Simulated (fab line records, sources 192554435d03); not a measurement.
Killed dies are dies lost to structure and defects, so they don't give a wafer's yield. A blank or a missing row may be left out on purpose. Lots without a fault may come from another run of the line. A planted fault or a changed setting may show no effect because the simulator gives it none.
Which tool did it? | flow n5_finfet | 24 lots, 72 wafers sampled, at 5 steps of a route of 1938

WHAT THE GAUGES READ, wafer by wafer
N5_BEOL_M11_OVL_MEAS_29. Usual: V10_OVL -0.1 nm, standard deviation 0.74.
lot  | measured     | on         | V10_OVL (nm)   | flag
L074 | day 10 13:02 | overlay-01 | -0.6 0.4 -0.4  |
L075 | day 10 15:23 | overlay-02 | -0.9 -1.3 -1.2 |
L076 | day 10 21:25 | overlay-01 | 0.3 0.8 0.7    |
L078 | day 10 21:33 | overlay-02 | 0.8 0.4 -1.3   |
L077 | day 11 01:38 | overlay-01 | 1.0 -0.7 -0.8  |
L079 | day 11 13:10 | overlay-01 | -0.8 -0.2 0.0  |
L080 | day 12 04:26 | overlay-02 | -1.1 0.0 -0.5  |
L083 | day 12 11:41 | overlay-02 | -0.5 0.1 -0.2  |
L082 | day 12 12:17 | overlay-01 | 0.0 -0.3 0.6   |
L081 | day 12 16:38 | overlay-02 | 0.8 2.6 0.6    |
L086 | day 13 04:09 | overlay-01 | -1.1 0.0 0.0   |
L084 | day 13 08:28 | overlay-01 | -0.3 0.0 0.4   |
L085 | day 13 12:38 | overlay-01 | -0.9 -0.7 0.1  |
L087 | day 13 15:27 | overlay-02 | 0.3 0.2 0.0    |
L088 | day 13 17:55 | overlay-01 | -0.3 -0.8 0.0  |
L089 | day 15 00:08 | overlay-02 | -0.1 -0.2 0.1  |
L090 | day 15 02:52 | overlay-02 | -0.5 -0.8 -0.5 |
L092 | day 15 03:17 | overlay-02 | 0.1 0.5 0.0    |
L091 | day 15 07:10 | overlay-02 | 1.1 0.4 0.4    |
L094 | day 15 16:54 | overlay-01 | 0.3 -1.9 0.5   |
L093 | day 15 21:13 | overlay-02 | 0.1 0.9 0.4    |
L095 | day 16 08:14 | overlay-02 | -0.3 -0.5 0.0  |
L097 | day 16 08:23 | overlay-01 | -0.2 -1.3 -0.9 |
L096 | day 16 15:25 | overlay-01 | 0.3 0.1 -0.3   |

N5_BEOL_M11_CD_MEAS_35: target cd 70 nm. Usual: cd_nm 69.7 nm, standard deviation 0.52.
lot  | measured     | on        | cd_nm (nm)     | flag
L074 | day 10 13:44 | cd_sem-03 | 70.2 69.9 69.2 |
L075 | day 10 16:05 | cd_sem-02 | 69.6 69.3 69.4 |
L076 | day 10 22:07 | cd_sem-03 | 70.2 70.1 70.1 |
L078 | day 10 22:42 | cd_sem-03 | 69.3 69.3 69.2 |
L077 | day 11 02:20 | cd_sem-01 | 69.6 69.3 70.0 |
L079 | day 11 13:52 | cd_sem-01 | 70.3 70.2 70.3 |
L080 | day 12 05:08 | cd_sem-02 | 69.3 70.2 69.6 |
L083 | day 12 12:23 | cd_sem-01 | 69.7 70.3 69.9 |
L082 | day 12 13:35 | cd_sem-03 | 68.9 68.6 68.1 |
L081 | day 12 17:21 | cd_sem-02 | 69.4 68.7 69.3 |
L086 | day 13 05:05 | cd_sem-02 | 68.9 70.1 69.9 |
L084 | day 13 09:27 | cd_sem-01 | 69.6 69.1 69.6 |
L085 | day 13 13:46 | cd_sem-01 | 69.5 69.8 69.7 |
L087 | day 13 16:09 | cd_sem-01 | 69.8 70.8 70.3 |
L088 | day 13 18:38 | cd_sem-02 | 69.8 69.4 69.8 |
L089 | day 15 00:51 | cd_sem-01 | 69.4 69.3 69.5 |
L090 | day 15 03:35 | cd_sem-01 | 70.5 69.3 69.6 |
L092 | day 15 04:01 | cd_sem-03 | 70.1 71.0 69.9 |
L091 | day 15 07:57 | cd_sem-03 | 69.6 69.4 68.7 |
L094 | day 15 17:37 | cd_sem-02 | 69.4 69.3 69.4 |
L093 | day 15 21:55 | cd_sem-03 | 69.0 69.4 70.1 |
L095 | day 16 08:57 | cd_sem-01 | 70.2 70.5 70.9 |
L097 | day 16 09:24 | cd_sem-03 | 69.9 70.5 69.7 |
L096 | day 16 16:08 | cd_sem-02 | 70.1 69.9 70.0 |

N5_BEOL_M12_CD_MEAS_10: target cd 140 nm. Usual: cd_nm 139.8 nm, standard deviation 1.3.
lot  | measured     | on        | cd_nm (nm)        | flag
L074 | day 10 16:20 | cd_sem-01 | 141.7 140.3 140.6 |
L075 | day 10 19:43 | cd_sem-01 | 141.4 141.7 142.8 |
L076 | day 11 03:02 | cd_sem-03 | 138.7 136.9 137.5 |
L078 | day 11 03:47 | cd_sem-02 | 137.4 140.2 140.0 |
L077 | day 11 05:31 | cd_sem-03 | 138.9 139.1 137.1 |
L079 | day 11 17:25 | cd_sem-02 | 140.2 140.1 139.8 |
L080 | day 12 08:08 | cd_sem-02 | 141.1 141.7 140.9 |
L083 | day 12 15:32 | cd_sem-02 | 141.5 141.4 139.0 |
L082 | day 12 18:35 | cd_sem-03 | 139.5 140.6 137.7 |
L081 | day 12 19:56 | cd_sem-03 | 138.3 138.4 140.8 |
L086 | day 13 07:48 | cd_sem-02 | 141.5 142.0 140.9 |
L084 | day 13 12:40 | cd_sem-02 | 140.9 142.0 139.3 |
L085 | day 13 18:20 | cd_sem-02 | 138.5 139.4 139.7 |
L087 | day 13 19:10 | cd_sem-02 | 140.1 140.9 141.7 |
L088 | day 13 23:46 | cd_sem-02 | 140.4 140.4 140.0 |
L089 | day 15 04:11 | cd_sem-03 | 139.5 140.2 139.1 |
L090 | day 15 06:50 | cd_sem-02 | 139.5 139.4 138.6 |
L092 | day 15 06:53 | cd_sem-01 | 139.5 139.8 138.9 |
L091 | day 15 11:20 | cd_sem-02 | 139.0 142.2 141.1 |
L094 | day 15 20:25 | cd_sem-02 | 139.0 138.9 139.1 |
L093 | day 16 00:38 | cd_sem-02 | 138.9 139.9 140.1 |
L095 | day 16 12:01 | cd_sem-02 | 141.4 141.0 140.8 |
L097 | day 16 12:34 | cd_sem-01 | 137.8 138.8 137.8 |
L096 | day 16 19:02 | cd_sem-02 | 141.0 138.9 138.2 |

WHICH TOOL RAN EACH LOT (tool, then ch and the chambers of the sampled wafers, then the start)
lot  | N5_BEOL_M11_STRIP_36               | N5_BEOL_M11_DEGAS_44
L074 | rie_diel-02 ch 0,2, day 10 13:22   | pvd_sputter-01, day 10 14:13
L075 | rie_diel-06 ch 1,3, day 10 15:43   | pvd_sputter-01, day 10 17:39
L076 | rie_diel-05 ch 0,3, day 10 21:44   | pvd_sputter-03, day 10 22:58
L078 | rie_diel-05 ch 0,2,3, day 10 22:19 | pvd_sputter-02, day 11 01:23
L077 | rie_diel-05 ch 1,2, day 11 01:58   | pvd_sputter-02, day 11 02:55
L079 | rie_diel-02 ch 0,2,3, day 11 13:29 | pvd_sputter-02, day 11 14:35
L080 | rie_diel-05 ch 0,3, day 12 04:46   | pvd_sputter-03, day 12 05:40
L083 | rie_diel-06 ch 0,2,3, day 12 12:01 | pvd_sputter-01, day 12 13:02
L082 | rie_diel-05 ch 1,2,3, day 12 13:13 | pvd_sputter-01, day 12 16:07
L081 | rie_diel-02 ch 0,3, day 12 16:58   | pvd_sputter-01, day 12 17:48
L086 | rie_diel-05 ch 0,1,3, day 13 04:41 | pvd_sputter-02, day 13 05:33
L084 | rie_diel-05 ch 0,1, day 13 09:05   | pvd_sputter-03, day 13 09:56
L085 | rie_diel-06 ch 0,1,2, day 13 13:23 | pvd_sputter-02, day 13 15:58
L087 | rie_diel-05 ch 0,1, day 13 15:47   | pvd_sputter-02, day 13 16:59
L088 | rie_diel-06 ch 0,3, day 13 18:15   | pvd_sputter-01, day 13 20:26
L089 | rie_diel-05 ch 0,3, day 15 00:28   | pvd_sputter-01, day 15 01:16
L090 | rie_diel-05 ch 0,1,2, day 15 03:12 | pvd_sputter-01, day 15 04:25
L092 | rie_diel-02 ch 0,1, day 15 03:37   | pvd_sputter-02, day 15 04:31
L091 | rie_diel-02 ch 0,2,3, day 15 07:34 | pvd_sputter-03, day 15 08:37
L094 | rie_diel-02 ch 1,2, day 15 17:14   | pvd_sputter-03, day 15 18:08
L093 | rie_diel-02 ch 0,2,3, day 15 21:32 | pvd_sputter-01, day 15 22:19
L095 | rie_diel-06 ch 0,2,3, day 16 08:34 | pvd_sputter-03, day 16 09:48
L097 | rie_diel-06 ch 0,2, day 16 09:01   | pvd_sputter-01, day 16 09:56
L096 | rie_diel-05 ch 1,2,3, day 16 15:46 | pvd_sputter-02, day 16 16:34
- N5_BEOL_M11_STRIP_36: strips in N2/H2.
- N5_BEOL_M11_DEGAS_44: time 60 s.

WHAT THE TOOLS THEMSELVES READ (means of the sampled wafers that have a number; where no wafer has one, the mark that the record gives instead)
N5_BEOL_M11_STRIP_36. Usual: drypump_motor_current_A 5.9 A, standard deviation 0.48; oes_product_au 0.77 a.u., standard deviation 0.087; rf_vpp_V 59.2 V, standard deviation 2.1; showerhead_plenum_p_Torr 2.56 Torr, standard deviation 0.11; throttle_valve_pct 23.83 %, standard deviation 0.24.
lot  | tool        | drypump_motor_current_A (A) | oes_product_au (a.u.) | rf_vpp_V (V) | showerhead_plenum_p_Torr (Torr) | throttle_valve_pct (%) | flag
L074 | rie_diel-02 | 5.6                         | 0.73                  | 60.5         | 2.56                            | 23.75                  |
L075 | rie_diel-06 | 5.5                         | 0.70                  | 60.2         | 2.54                            | 23.87                  |
L076 | rie_diel-05 | 6.2                         | 0.73                  | 58.3         | 2.63                            | 24.00                  |
L078 | rie_diel-05 | 6.0                         | 0.72                  | 61.6         | 2.62                            | 23.83                  |
L077 | rie_diel-05 | 6.1                         | 0.72                  | 58.6         | 2.52                            | 23.75                  |
L079 | rie_diel-02 | 5.9                         | 0.78                  | 58.4         | 2.58                            | 23.62                  |
L080 | rie_diel-05 | 6.3                         | 0.73                  | 56.4         | 2.62                            | 24.02                  |
L083 | rie_diel-06 | 5.5                         | 0.81                  | 59.4         | 2.60                            | 24.01                  |
L082 | rie_diel-05 | 6.3                         | 0.73                  | 59.9         | 2.52                            | 23.93                  |
L081 | rie_diel-02 | 6.2                         | 0.82                  | 61.2         | 2.60                            | 23.52                  |
L086 | rie_diel-05 | 6.1                         | 0.72                  | 61.2         | 2.52                            | 23.90                  |
L084 | rie_diel-05 | 5.7                         | 0.73                  | 60.3         | 2.53                            | 23.75                  |
L085 | rie_diel-06 | 5.4                         | 0.81                  | 57.3         | 2.55                            | 23.86                  |
L087 | rie_diel-05 | 5.8                         | 0.72                  | 59.6         | 2.53                            | 23.76                  |
L088 | rie_diel-06 | 5.2                         | 0.89                  | 58.9         | 2.58                            | 24.10                  |
L089 | rie_diel-05 | 5.9                         | 0.71                  | 60.4         | 2.61                            | 23.88                  |
L090 | rie_diel-05 | 6.0                         | 0.80                  | 59.9         | 2.52                            | 23.69                  |
L092 | rie_diel-02 | 6.0                         | 0.68                  | 60.9         | 2.47                            | 23.87                  |
L091 | rie_diel-02 | 5.9                         | 0.75                  | 58.6         | 2.57                            | 23.67                  |
L094 | rie_diel-02 | 5.4                         | 0.70                  | 59.0         | 2.62                            | 23.81                  |
L093 | rie_diel-02 | 5.9                         | 0.74                  | 62.0         | 2.57                            | 23.65                  |
L095 | rie_diel-06 | 5.5                         | 0.88                  | 59.1         | 2.59                            | 23.98                  |
L097 | rie_diel-06 | 5.6                         | 0.87                  | 59.2         | 2.58                            | 23.89                  |
L096 | rie_diel-05 | 6.3                         | 0.78                  | 58.8         | 2.51                            | 23.87                  |

N5_BEOL_M11_DEGAS_44. Usual: heater_power_w 339 W, standard deviation 36.
lot  | tool           | heater_power_w (W) | flag
L074 | pvd_sputter-01 | 307                |
L075 | pvd_sputter-01 | 324                |
L076 | pvd_sputter-03 | 342                |
L078 | pvd_sputter-02 | 356                |
L077 | pvd_sputter-02 | 358                |
L079 | pvd_sputter-02 | 349                |
L080 | pvd_sputter-03 | 325                |
L083 | pvd_sputter-01 | 311                |
L082 | pvd_sputter-01 | 321                |
L081 | pvd_sputter-01 | 312                |
L086 | pvd_sputter-02 | 350                |
L084 | pvd_sputter-03 | 339                |
L085 | pvd_sputter-02 | 347                |
L087 | pvd_sputter-02 | 339                |
L088 | pvd_sputter-01 | 341                |
L089 | pvd_sputter-01 | 317                |
L090 | pvd_sputter-01 | 338                |
L092 | pvd_sputter-02 | 350                |
L091 | pvd_sputter-03 | 336                |
L094 | pvd_sputter-03 | 332                |
L093 | pvd_sputter-01 | 350                |
L095 | pvd_sputter-03 | 347                |
L097 | pvd_sputter-01 | 317                |
L096 | pvd_sputter-02 | 365                |

THE ANSWER, worked out from the rows above alone
Rule: a lot is off if the mean of its wafers that have a number lies more than 3 standard deviations from the usual mean. A lot without any number at a reading at which 4 lots or more have one is off too. The other lots that the step has rows for count as sound. The gauges are gone through in route order, then the tools' own readings, and for those a lot's mean is taken as printed above. The first step at which some lot is off is used, and at that step the reading that is off furthest; a lot without a number counts as furthest.
No lot is off at any reading shown: from this, nothing can be told.

WHAT THE SIMULATOR HAD PUT IN
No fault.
